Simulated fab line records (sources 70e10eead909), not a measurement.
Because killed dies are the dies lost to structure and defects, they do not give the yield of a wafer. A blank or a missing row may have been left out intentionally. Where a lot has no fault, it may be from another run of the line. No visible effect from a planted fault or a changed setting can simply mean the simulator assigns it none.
fab line records -- flow nand-harc
record: lots: 5, wafers: 14, last-day: 33
route steps=1302 shown A_CONTACT@1044 END@1302
lots that met no fault: from a run of the same line without faults
start-h: hours from the record's opening day to when the first of the lot's shown wafers began -- wait-h: how many hours have passed since the lot's step before this one -- " the same as in the row above -- L1.1+2: several wafers, shown together as one row -- - value missing, or start not given -- * or withheld: withheld -- < > ~ a bound
route shown NAME@n: NAME is a module with steps in the file, n the number in the route of the first one -- usual: the fault-free wafers' mean and standard deviation -- same: alike in all rows -- chamber/n: place in a boat -- sites: each site's reading -- _std_site: how widely they spread, as a standard deviation -- _edge_site: mean of outer sites minus mean of inner sites -- radius-mm: how far each site lies from the wafer's centre -- mask NAME#n: copy n -- behind: the last tool/chamber to shape the wafer -- hold: cause of the lot's hold/its duration in hours/its outcome -- device: whichever transistor did not switch (one of n, p or np) -- end of line: tests of these same wafers at the route's end -- a step with no rows: only its recipe -- killed: dies lost to structure and defects at the first sort, not the wafer's yield -- map: shows each die of a wafer: x if killed, . if not, _ if none is there
set.NAME: the run value of the setting; set.NAME@STEP: its run value at that earlier step -- model.NAME: the simulator's own value behind a step, which no gauge read
a table for each step, a row for each wafer; lots at some steps of the route
services: from which hour (start-h, from the record's first day; less than 0 if before it) a tool's chamber was out of use, for how many hours, and why
== steps ==
step: NHARC_A_CONTACT_ETCH_76
recipe: target-depth-a: 2600, over-etch-frac: 0.3, time-s: 475.3, ion-energy-ev: 200, n2-flow-sccm: 150, h2-flow-sccm: 150, ar-flow-sccm: 0, rf-w: 400, bias-w: 150, chemistry: N2/H2
step: NHARC_A_CONTACT_ETCH_77
recipe: target-depth-a: 1089, time-s: 54.5, cf4-flow-sccm: 100, chf3-flow-sccm: 30, ar-flow-sccm: 0, rf-w: 500, bias-w: 200, chemistry: CF4/CHF3
step: NHARC_A_CONTACT_ETCH_78
recipe: target-depth-a: 53000, over-etch-frac: 0.3, time-s: 1378, ion-energy-ev: 150, o2-flow-sccm: 400, cos-flow-sccm: 20, ar-flow-sccm: 0, rf-w: 500, bias-w: 300, chemistry: O2/COS
step: NHARC_A_CONTACT_ETCH_124
recipe: source-w: withheld, pressure-mtorr: 20, bias-v: withheld, time-s: 140, target-depth-a: 7000, ar-flow-sccm: withheld, c4f8-flow-sccm: withheld, o2-flow-sccm: withheld, chemistry: C4F8/O2/Ar
lot.wafer,tool,chamber,start-h,wait-h,rf-hours-counter-h
L574.1,har-cap-etch-02,0,493.91,-,83
L574.2,har-cap-etch-02,1,493.91,-,83
L574.5,har-cap-etch-02,0,493.91,-,-
L587.1,har-cap-etch-03,1,635.07,-,65
L587.3,har-cap-etch-03,1,635.07,-,-
L587.5,har-cap-etch-03,0,635.07,-,-
L590.4,har-cap-etch-03,1,675.84,-,-
L590.3,har-cap-etch-03,0,675.84,-,-
L590.5,har-cap-etch-03,1,675.84,-,-
L594.2,har-cap-etch-03,1,694.52,-,73
L594.5,har-cap-etch-03,1,694.52,-,-
L597.4,har-cap-etch-02,1,727.22,-,-
L597.3,har-cap-etch-02,0,727.22,-,-
L597.6,har-cap-etch-02,1,727.22,-,-
step: NHARC_A_CONTACT_ETCH_125
recipe: source-w: withheld, pressure-mtorr: 20, bias-v: 3000, time-s: 197, target-depth-a: 19180, ar-flow-sccm: withheld, c4f8-flow-sccm: withheld, o2-flow-sccm: withheld, chemistry: C4F8/O2/Ar
lot.wafer,tool,chamber,start-h,wait-h,rf-hours-counter-h
L574.1,har-cap-etch-02,0,494.11,0.2,83
L574.2,har-cap-etch-02,1,494.11,0.2,83
L574.5,har-cap-etch-02,0,494.11,0.2,-
L587.1,har-cap-etch-03,1,635.33,0.2,65
L587.3,har-cap-etch-03,1,635.33,0.2,-
L587.5,har-cap-etch-03,0,635.33,0.2,-
L590.4,har-cap-etch-03,1,676.09,0.2,-
L590.3,har-cap-etch-03,0,676.09,0.2,-
L590.5,har-cap-etch-03,1,676.09,0.2,-
L594.2,har-cap-etch-03,1,694.72,0.2,73
L594.5,har-cap-etch-03,1,694.72,0.2,-
L597.4,har-cap-etch-02,1,727.41,0.2,-
L597.3,har-cap-etch-02,0,727.41,0.2,-
L597.6,har-cap-etch-02,1,727.41,0.2,-
step: NHARC_A_CONTACT_ETCH_126
recipe: source-w: withheld, pressure-mtorr: 20, bias-v: 3000, time-s: 197, target-depth-a: 19180, ar-flow-sccm: withheld, c4f8-flow-sccm: withheld, o2-flow-sccm: withheld, chemistry: C4F8/O2/Ar
step: NHARC_A_CONTACT_ETCH_127
recipe: source-w: withheld, pressure-mtorr: 20, bias-v: 3000, time-s: 197, target-depth-a: 19180, ar-flow-sccm: withheld, c4f8-flow-sccm: withheld, o2-flow-sccm: withheld, chemistry: C4F8/O2/Ar
step: NHARC_A_CONTACT_ETCH_128
recipe: source-w: withheld, pressure-mtorr: 20, bias-v: 3000, time-s: 197, target-depth-a: 19180, ar-flow-sccm: withheld, c4f8-flow-sccm: withheld, o2-flow-sccm: withheld, chemistry: C4F8/O2/Ar
step: NHARC_A_CONTACT_ETCH_129
recipe: source-w: withheld, pressure-mtorr: 20, bias-v: 3000, time-s: 197, target-depth-a: 19180, ar-flow-sccm: withheld, c4f8-flow-sccm: withheld, o2-flow-sccm: withheld, chemistry: C4F8/O2/Ar
step: NHARC_A_CONTACT_ETCH_130
recipe: source-w: withheld, pressure-mtorr: 20, bias-v: 3000, time-s: 197, target-depth-a: 19180, ar-flow-sccm: withheld, c4f8-flow-sccm: withheld, o2-flow-sccm: withheld, chemistry: C4F8/O2/Ar
step: NHARC_A_CONTACT_ETCH_131
recipe: source-w: withheld, pressure-mtorr: 20, bias-v: 3000, time-s: 197, target-depth-a: 19180, ar-flow-sccm: withheld, c4f8-flow-sccm: withheld, o2-flow-sccm: withheld, chemistry: C4F8/O2/Ar
lot.wafer,tool,chamber,start-h,wait-h,rf-hours-counter-h
L574.1,har-cap-etch-02,0,495.46,0.2,84
L574.2,har-cap-etch-02,1,495.46,0.2,84
L574.5,har-cap-etch-02,0,495.46,0.2,-
L587.1,har-cap-etch-03,1,636.73,0.2,66
L587.3,har-cap-etch-03,1,636.73,0.2,-
L587.5,har-cap-etch-03,0,636.73,0.2,-
L590.4,har-cap-etch-03,1,677.50,0.2,-
L590.3,har-cap-etch-03,0,677.50,0.2,-
L590.5,har-cap-etch-03,1,677.50,0.2,-
L594.2,har-cap-etch-03,1,695.78,0.1,74
L594.5,har-cap-etch-03,1,695.78,0.1,-
L597.4,har-cap-etch-02,1,728.47,0.1,-
L597.3,har-cap-etch-02,0,728.47,0.1,-
L597.6,har-cap-etch-02,1,728.47,0.1,-
step: NHARC_A_CONTACT_ETCH_132
recipe: source-w: withheld, pressure-mtorr: 20, bias-v: 3000, time-s: 197, target-depth-a: 19240, ar-flow-sccm: withheld, c4f8-flow-sccm: withheld, o2-flow-sccm: withheld, chemistry: C4F8/O2/Ar
step: NHARC_A_CONTACT_ETCH_133
recipe: source-w: withheld, pressure-mtorr: 20, bias-v: 400, time-s: 374, target-depth-a: 16100, ar-flow-sccm: withheld, c4f8-flow-sccm: 11.5, o2-flow-sccm: 7.2, chemistry: C4F8/O2/Ar
lot.wafer,tool,chamber,start-h,wait-h,rf-hours-counter-h
L574.1,har-cap-etch-02,0,495.94,0.2,84
L574.2,har-cap-etch-02,1,495.94,0.2,84
L574.5,har-cap-etch-02,0,495.94,0.2,-
L587.1,har-cap-etch-03,1,637.26,0.3,67
L587.3,har-cap-etch-03,1,637.26,0.3,-
L587.5,har-cap-etch-03,0,637.26,0.3,-
L590.4,har-cap-etch-03,1,678.08,0.3,-
L590.3,har-cap-etch-03,0,678.08,0.3,-
L590.5,har-cap-etch-03,1,678.08,0.3,-
L594.2,har-cap-etch-03,1,696.13,0.1,75
L594.5,har-cap-etch-03,1,696.13,0.1,-
L597.4,har-cap-etch-02,1,728.90,0.2,-
L597.3,har-cap-etch-02,0,728.90,0.2,-
L597.6,har-cap-etch-02,1,728.90,0.2,-
step: NHARC_A_CONTACT_ETCH_91
recipe: target-depth-a: 400, over-etch-frac: 0.5, time-s: 85.7, ion-energy-ev: 120, ch3f-flow-sccm: 50, o2-flow-sccm: 30, ar-flow-sccm: 200, rf-w: 500, bias-w: 100, chemistry: CH3F/O2
step: NHARC_A_CONTACT_ETCH_97
recipe: target-depth-a: 200, over-etch-frac: 0.5, time-s: 10, ion-energy-ev: 250, c4f6-flow-sccm: 25, o2-flow-sccm: 20, ar-flow-sccm: 500, rf-w: 600, bias-w: 500, chemistry: C4F6/O2
step: NHARC_A_CONTACT_CD_MEAS_80
usual: cd-nm: 289.7/0.74
lot.wafer,tool,chamber,start-h,wait-h,cd-nm
L574.1,cd-sem-03,-,497.09,-,290.7
L574.2,cd-sem-03,-,497.09,-,290.0
L574.5,cd-sem-03,-,497.09,-,290.5
L587.1,cd-sem-01,-,638.31,-,289.7
L587.3,cd-sem-01,-,638.31,-,289.4
L587.5,cd-sem-01,-,638.31,-,289.3
L590.3,cd-sem-03,-,679.04,-,289.9
L590.4,cd-sem-03,-,679.04,-,289.7
L590.5,cd-sem-03,-,679.04,-,289.1
L594.2,cd-sem-03,-,697.20,-,290.5
L594.5,cd-sem-03,-,697.20,-,290.3
L597.3,cd-sem-01,-,729.77,-,290.6
L597.4,cd-sem-01,-,729.77,-,291.6
L597.6,cd-sem-01,-,729.77,-,290.3
step: NHARC_A_CONTACT_STRIP_103
recipe: n2-flow-sccm: 150, h2-flow-sccm: 150, ar-flow-sccm: 0, bias-w: 0, chemistry: N2/H2
step: NHARC_A_CONTACT_STRIP_104
recipe: cf4-flow-sccm: 100, chf3-flow-sccm: 30, ar-flow-sccm: 0, bias-w: 0, chemistry: CF4/CHF3
step: NHARC_A_CONTACT_STRIP_105
recipe: o2-flow-sccm: 400, cos-flow-sccm: 20, ar-flow-sccm: 0, bias-w: 0, chemistry: O2/COS
step: NHARC_A_CONTACT_ETCH_106
recipe: target-depth-a: 900, overetch-a: 90, time-s: 49.5, ion-energy-ev: 100, cf4-flow-sccm: 80, o2-flow-sccm: 20, ar-flow-sccm: 0, rf-w: 300, bias-w: 100, chemistry: CF4/O2
step: NHARC_A_CONTACT_STRIP_82
recipe: o2-flow-sccm: 500, ar-flow-sccm: 0, bias-w: 0, chemistry: O2
step: NHARC_A_CONTACT_STRIP_83
recipe: time-s: 600, temp-c: 30, chemistry: post-etch-residue-remover
step: NHARC_A_CONTACT_DEP_84
recipe: target-thk-a: 28000, temp-c: 400, material: aC
step: NHARC_A_CONTACT_DEP_85
recipe: target-thk-a: 600, target-thk-nm: 60, temp-c: 400, pressure-torr: 3.5, flow-sccm: 200, rf-w: 350, material: SiON
step: NHARC_A_CONTACT_DEHYDRATE_00
recipe: temp-c: 150, time-s: 120
step: NHARC_A_CONTACT_HMDS_01
recipe: time-s: 30
step: NHARC_A_CONTACT_COAT_86
recipe: temp-c: 260, time-s: 75
step: NHARC_A_CONTACT_COAT_87
recipe: temp-c: 225, time-s: 65
step: NHARC_A_CONTACT_COAT_02
recipe: spin-rpm: 1500, resist-thk-nm: 90
step: NHARC_A_CONTACT_SOFTBAKE_03
recipe: temp-c: 105, time-s: 55
step: NHARC_A_CONTACT_EBR_04
step: NHARC_A_CONTACT_EXPOSE_05
recipe: na: 1.35, sigma-outer: 0.8, dose-mj: 84.24, mask-id: A_CC
step: NHARC_A_CONTACT_PEB_06
recipe: peb-temp-c: 100, peb-time-s: 65
step: NHARC_A_CONTACT_DEVELOP_07
recipe: develop-time-s: 35, dev-temp-c: 23
step: NHARC_A_CONTACT_CD_MEAS_08
recipe: target-cd-nm: 200, landing-energy-ev: 500
usual: cd-nm: 200.1/0.41
lot.wafer,tool,chamber,start-h,wait-h,cd-nm
L574.1,cd-sem-03,0,502.82,-,199.9
L574.2,cd-sem-03,0,502.82,-,199.8
L574.5,cd-sem-03,0,502.82,-,199.9
L587.1,cd-sem-03,0,643.36,-,200.6
L587.3,cd-sem-03,0,643.36,-,200.5
L587.5,cd-sem-03,0,643.36,-,200.5
L590.3,cd-sem-02,0,683.92,-,200.8
L590.4,cd-sem-02,0,683.92,-,200.7
L590.5,cd-sem-02,0,683.92,-,200.1
L594.2,cd-sem-03,0,700.62,-,200.0
L594.5,cd-sem-03,0,700.62,-,200.5
L597.3,cd-sem-03,0,733.21,-,199.8
L597.4,cd-sem-03,0,733.21,-,200.9
L597.6,cd-sem-03,0,733.21,-,200.4
step: NHARC_A_CONTACT_OVL_MEAS_09
usual: overlay-x-nm: 0.0/0.8, overlay-y-nm: -0.1/0.99
lot.wafer,tool,chamber,start-h,wait-h,overlay-x-nm,overlay-y-nm
L574.1,overlay-01,-,502.91,-,-0.1,-1.2
L574.2,overlay-01,-,502.91,-,0.0,-1.2
L574.5,overlay-01,-,502.91,-,0.3,-1.0
L587.1,overlay-01,-,643.45,-,0.0,0.7
L587.3,overlay-01,-,643.45,-,0.2,0.1
L587.5,overlay-01,-,643.45,-,0.6,0.6
L590.3,overlay-02,-,684.00,-,1.4,-0.9
L590.4,overlay-02,-,684.00,-,0.6,-0.9
L590.5,overlay-02,-,684.00,-,1.0,-1.3
L594.2,overlay-01,-,700.71,-,-1.1,2.1
L594.5,overlay-01,-,700.71,-,-1.1,1.8
L597.3,overlay-01,-,733.29,-,1.0,-0.2
L597.4,overlay-01,-,733.29,-,1.0,0.0
L597.6,overlay-01,-,733.29,-,0.8,-0.1
step: NHARC_A_CONTACT_DESCUM_13
recipe: time-s: 3, o2-flow-sccm: 200, ar-flow-sccm: 0, bias-power-w: 0, chemistry: O2
step: NHARC_A_CONTACT_ETCH_88
recipe: target-depth-a: 390, over-etch-frac: 0.3, time-s: 65, ion-energy-ev: 80, cf4-flow-sccm: 150, ar-flow-sccm: 0, rf-w: 300, bias-w: 100, chemistry: CF4
step: NHARC_A_CONTACT_ETCH_89
recipe: target-depth-a: 2600, over-etch-frac: 0.3, time-s: 475.3, ion-energy-ev: 200, n2-flow-sccm: 150, h2-flow-sccm: 150, ar-flow-sccm: 0, rf-w: 400, bias-w: 150, chemistry: N2/H2
usual: drypump-motor-current-A: 5.7/0.54, oes-product-au: 0.998/0.0079, rf-vpp-V: 430.9/2.4, showerhead-plenum-p-Torr: 2.05/0.084, throttle-valve-pct: 14.171/0.0099
lot.wafer,tool,chamber,start-h,wait-h,drypump-motor-current-A,oes-product-au,rf-hours-counter-h,rf-vpp-V,showerhead-plenum-p-Torr,throttle-valve-pct
L574.2,rie-diel-04,1,-,-,4.8,1.009,42,427.6,1.93,14.173
L574.1,rie-diel-04,2,-,-,5.8,1.003,43,432.8,2.17,14.155
L574.5,rie-diel-04,3,-,-,5.3,1.012,-,431.3,2.09,14.171
L587.3,rie-diel-09,0,-,-,6.3,1.000,20,432.0,2.11,14.173
L587.1,rie-diel-09,2,-,-,5.1,1.003,23,429.5,1.99,14.179
L587.5,rie-diel-09,0,-,-,6.3,0.987,-,433.9,2.11,14.164
L590.3,rie-diel-09,0,-,-,6.4,1.002,0,432.1,2.11,14.166
L590.4,rie-diel-09,1,-,-,6.6,0.987,0,429.2,1.98,14.161
L590.5,rie-diel-09,0,-,-,6.4,0.997,-,431.3,2.11,14.167
L594.2,rie-diel-04,1,-,-,4.8,0.998,59,425.3,1.91,14.154
L594.5,rie-diel-04,3,-,-,5.2,1.008,-,431.6,2.07,14.174
L597.3,rie-diel-09,2,-,-,5.1,1.005,9,429.9,1.99,14.159
L597.4,rie-diel-09,2,-,-,5.1,0.996,-,429.8,1.99,14.179
L597.6,rie-diel-09,3,-,-,5.5,1.000,-,432.0,2.10,14.167
step: NHARC_A_CONTACT_ETCH_30
recipe: target-depth-a: 726, time-s: 36.3, cf4-flow-sccm: 100, chf3-flow-sccm: 30, ar-flow-sccm: 0, rf-w: 500, bias-w: 200, chemistry: CF4/CHF3
step: NHARC_A_CONTACT_ETCH_31
recipe: target-depth-a: 28000, over-etch-frac: 0.3, time-s: 728, ion-energy-ev: 150, o2-flow-sccm: 400, cos-flow-sccm: 20, ar-flow-sccm: 0, rf-w: 500, bias-w: 300, chemistry: O2/COS
usual: drypump-motor-current-A: 5.7/0.52, oes-product-au: 0.998/0.009, rf-vpp-V: 314.2/1.9, showerhead-plenum-p-Torr: 3.13/0.11, throttle-valve-pct: 28.331/0.0099
lot.wafer,tool,chamber,start-h,wait-h,drypump-motor-current-A,oes-product-au,rf-hours-counter-h,rf-vpp-V,showerhead-plenum-p-Torr,throttle-valve-pct
L574.2,rie-diel-04,2,-,-,5.8,0.997,43,316.7,3.30,28.325
L574.1,rie-diel-04,1,-,-,4.8,1.011,42,313.3,2.97,28.341
L574.5,rie-diel-04,2,-,-,5.8,1.000,-,316.4,3.30,28.346
L587.1,rie-diel-09,3,-,-,5.5,1.013,23,314.6,3.21,28.324
L587.3,rie-diel-09,0,-,-,6.4,1.001,20,316.3,3.22,28.329
L587.5,rie-diel-09,0,-,-,6.3,0.997,-,316.1,3.22,28.333
L590.4,rie-diel-09,3,-,-,5.4,1.001,0,316.0,3.21,28.319
L590.3,rie-diel-09,2,-,-,5.1,0.997,0,311.5,3.06,28.327
L590.5,rie-diel-09,0,-,-,6.4,0.989,-,314.1,3.22,28.335
L594.2,rie-diel-04,0,-,-,5.8,0.993,56,312.8,3.08,28.350
L594.5,rie-diel-04,1,-,-,4.8,0.998,-,312.6,2.94,28.360
L597.3,rie-diel-09,3,-,-,5.4,1.004,11,315.7,3.21,28.308
L597.4,rie-diel-09,3,-,-,5.4,1.003,-,316.3,3.20,28.332
L597.6,rie-diel-09,2,-,-,5.1,1.003,-,312.8,3.05,28.337
step: NHARC_END_SORT_01
recipe: temp-c: 25
usual: killed-at-array: 60/21, killed-at-other: 1.0/1.2, killed-at-periphery: 4.2/2.8, killed-dies: 65/20, killed-open: 3.1/1.8, killed-short: 2.6/1.6
same: gross-dies: 677
lot.wafer,tool,chamber,start-h,wait-h,killed-at-array,killed-at-other,killed-at-periphery,killed-dies,killed-open,killed-short
L587.1,prober-01,0,693.30,2.5,42,0,6,48,3,2
L587.3,prober-01,0,694.92,3.1,50,0,7,57,3,1
L587.5,prober-01,0,696.55,3.7,43,0,3,46,3,4
L590.3,prober-02,0,737.15,3.1,88,0,7,95,5,2
L590.4,prober-02,0,737.95,3.4,76,0,5,81,6,2
L590.5,prober-02,0,738.75,3.7,94,0,11,105,9,4
L594.2,prober-01,0,764.03,2.8,137,0,2,139,4,4
L594.5,prober-01,0,766.43,3.7,142,0,7,149,4,2
killed by level:class
L587.1 A_SLIT:chamber-film-flake=14 A_CHANNEL_HOLE_D1:chamber-film-flake=9 P_CONTACT:chamber-film-flake=6 A_WL_FILL:chamber-film-flake=5 A_CONTACT:chamber-film-flake=3 A_ZERO_WELL:chamber-film-flake=2 A_BLC:chamber-film-flake=2 A_ONON_D1:geometric-particle:short=1
L587.3 A_SLIT:chamber-film-flake=37 A_CHANNEL_HOLE_D1:chamber-film-flake=6 P_CONTACT:chamber-film-flake=4 A_WL_FILL:chamber-film-flake=3 P_CONTACT:geometric-particle:open=2 A_CONTACT:chamber-film-flake=2 P_ZERO_WELL:geometric-particle:short=1 A_ONON_D2:geometric-particle:open=1
L587.5 A_SLIT:chamber-film-flake=27 A_CHANNEL_HOLE_D1:chamber-film-flake=6 A_M0:geometric-particle:open=2 A_M0:geometric-particle:short=2 A_STAIRCASE:chamber-film-flake=2 P_CONTACT:geometric-particle:open=1 A_DECK1_JOINT:geometric-particle:short=1 A_WL_FILL:geometric-particle:short=1
L590.3 A_CHANNEL_HOLE_D1:chamber-film-flake=32 A_SLIT:chamber-film-flake=27 A_CHANNEL_HOLE_D2:chamber-film-flake=11 A_CONTACT:chamber-film-flake=7 P_M1:chamber-film-flake=4 A_STAIRCASE:chamber-film-flake=4 A_ONON_D1:geometric-particle:open=2 P_GATE:chamber-film-flake=2
L590.4 A_CHANNEL_HOLE_D1:chamber-film-flake=28 A_SLIT:chamber-film-flake=14 A_CONTACT:chamber-film-flake=14 A_CHANNEL_HOLE_D2:chamber-film-flake=8 A_M0:geometric-particle:open=2 P_STI:chamber-film-flake=2 A_STAIRCASE:chamber-film-flake=2 P_M0:geometric-particle:open=1
L590.5 A_CHANNEL_HOLE_D1:chamber-film-flake=28 A_CHANNEL_HOLE_D2:chamber-film-flake=20 A_SLIT:chamber-film-flake=19 A_CONTACT:chamber-film-flake=14 A_STAIRCASE:chamber-film-flake=4 A_CHANNEL_FILL_D2:geometric-particle:open=2 P_GATE:chamber-film-flake=2 P_M1:chamber-film-flake=2
L594.2 A_CONTACT:unspecified=82 A_CHANNEL_HOLE_D1:chamber-film-flake=28 A_SLIT:chamber-film-flake=9 A_CHANNEL_FILL_D1:chamber-film-flake=4 P_GATE:chamber-film-flake=2 A_DECK1_JOINT:chamber-film-flake=2 A_WL_FILL:chamber-film-flake=2 A_CONTACT:chamber-film-flake=2
L594.5 A_CONTACT:unspecified=82 A_CHANNEL_HOLE_D1:chamber-film-flake=27 A_SLIT:chamber-film-flake=14 A_CONTACT:chamber-film-flake=7 P_GATE:chamber-film-flake=4 A_CHANNEL_FILL_D1:chamber-film-flake=3 A_STAIRCASE:chamber-film-flake=3 A_CHANNEL_FILL_D1:geometric-particle:open=2
map L594.5 (x killed, . not)
____________x____________
_________.x.xxxx_________
_______...xxxx.xxx_______
______..x.xxx.xxxx.______
_____....xxxxxxxx..._____
____....xxxxxxxxx....____
____..x.xxxxxxxx.....____
___...xxxxxxxxx.x.....___
___x.xxxxxxxxxxxx.....___
__..xxxxxxxxxxxx.x.....__
__...xxxxxxxxxxxx......__
_..x.xxxxxxxxxx........._
_....xx..xxxxxxx........_
_......xxxxxxxxx........_
_........xxx..x...x....._
_........xx............._
...................xx.x..
......................x..
.........................
...........x.x...........
........................x
_..................x...._
_x...........x.........._
_......................._
_..x.....x.............._
_..............x........_
__...............x..x..__
__.....................__
___...................___
___...................___
____............x.xx.____
____.................____
_____..............._____
______.............______
_______..........._______
_________......._________
____________.____________
map L590.5 (x killed, . not)
____________.____________
_________..xxxxx_________
_______......xxxxx_______
______.......xxxxxx______
_____.........x.xx.._____
____......x.xxxxx....____
____......x.xx.......____
___.........xxx.x..x..___
___.........x.xxx....x___
__.........xxxxxxxx....__
__.....x..xxxxxxxxx....__
_..........xx..xxxxx...._
_.......xx.....xxx.xx..x_
_............x..xx......_
_...........x...x.x.x..._
_...x...........x......x_
................x........
.x.x......x....xx........
..................x......
............x............
..........x..............
_...............x....x.._
_......................._
_......................._
_......................._
_......................._
__.............x.....x.__
__x..........x.......x.__
___....x..............___
___.................x.___
____...x.....x......x____
____...x.............____
_____..............x_____
______.............______
_______..........._______
_________......x_________
____________.____________
== services ==
tool,chamber,start-h,hours,kind
rie-diel-09,0,476.55,-,clean
rie-diel-09,1,476.55,-,clean
rie-diel-09,2,476.55,-,clean
rie-diel-09,3,476.55,-,clean
rie-diel-09,2,497.25,9.1,repair
rie-diel-09,-,497.34,9.0,pm
rie-diel-09,0,497.34,9.0,vent-cycle
rie-diel-09,1,497.34,9.0,vent-cycle
rie-diel-09,3,497.34,9.0,vent-cycle
rie-diel-09,0,506.34,-,clean
rie-diel-09,1,506.34,-,clean
rie-diel-09,3,506.34,-,clean
rie-diel-09,0,530.84,-,clean
rie-diel-04,-,533.20,9.0,pm
rie-diel-04,2,556.72,1.8,repair
rie-diel-09,0,581.81,9.6,repair
rie-diel-09,1,587.72,7.1,repair
har-cap-etch-03,-,615.84,2.5,repair
har-cap-etch-03,-,672.17,0.1,repair
har-cap-etch-02,-,672.76,0.7,repair
rie-diel-09,-,674.34,9.0,pm
rie-diel-04,-,682.47,1.1,repair
rie-diel-04,3,695.41,1.6,repair
rie-diel-04,-,710.20,9.0,pm
== key ==
first-sign: step: NHARC_END_SORT_01, reading: killed-dies, direction: up, sigmas: 3.9, usual: 65, struck: 144
effect: step: NHARC_END_SORT_01, reading: killed-at-array, direction: up, sigmas: 3.9, usual: 60, struck: 140
more-kills-born-at: NHARC_A_CONTACT_ETCH_133@har-cap-etch-03: 162
met-at NHARC_A_CONTACT_ETCH_133
struck-wafers L594.2,L594.5
tester-left-out L594
onset-between 678.08 696.13
also-fits NHARC_A_CONTACT_ETCH_124:har-cap-etch-03,NHARC_A_CONTACT_ETCH_125:har-cap-etch-03,NHARC_A_CONTACT_ETCH_131:har-cap-etch-03,NHARC_A_CONTACT_ETCH_89:rie-diel-04
earlier-fault: kind: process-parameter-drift, tool: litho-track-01, chamber: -, onset-h: 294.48, steps: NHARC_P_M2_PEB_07, channel: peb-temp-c, offset: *, shape: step, acts-in: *, stated: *
fault: kind: chamber-particle-source, tool: har-cap-etch-03, chamber: 1, onset-h: 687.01, steps: NHARC_A_CONTACT_ETCH_133, rate-per-visit-cm2: 1.1108
tester-left-out: of these lots the tester's yield and bins aren't shown, on N5 and GAA mostly nor the transistor test; their killed dies are dies lost to structure and defects alone, not to doping, threshold or leakage, so they don't give the yield
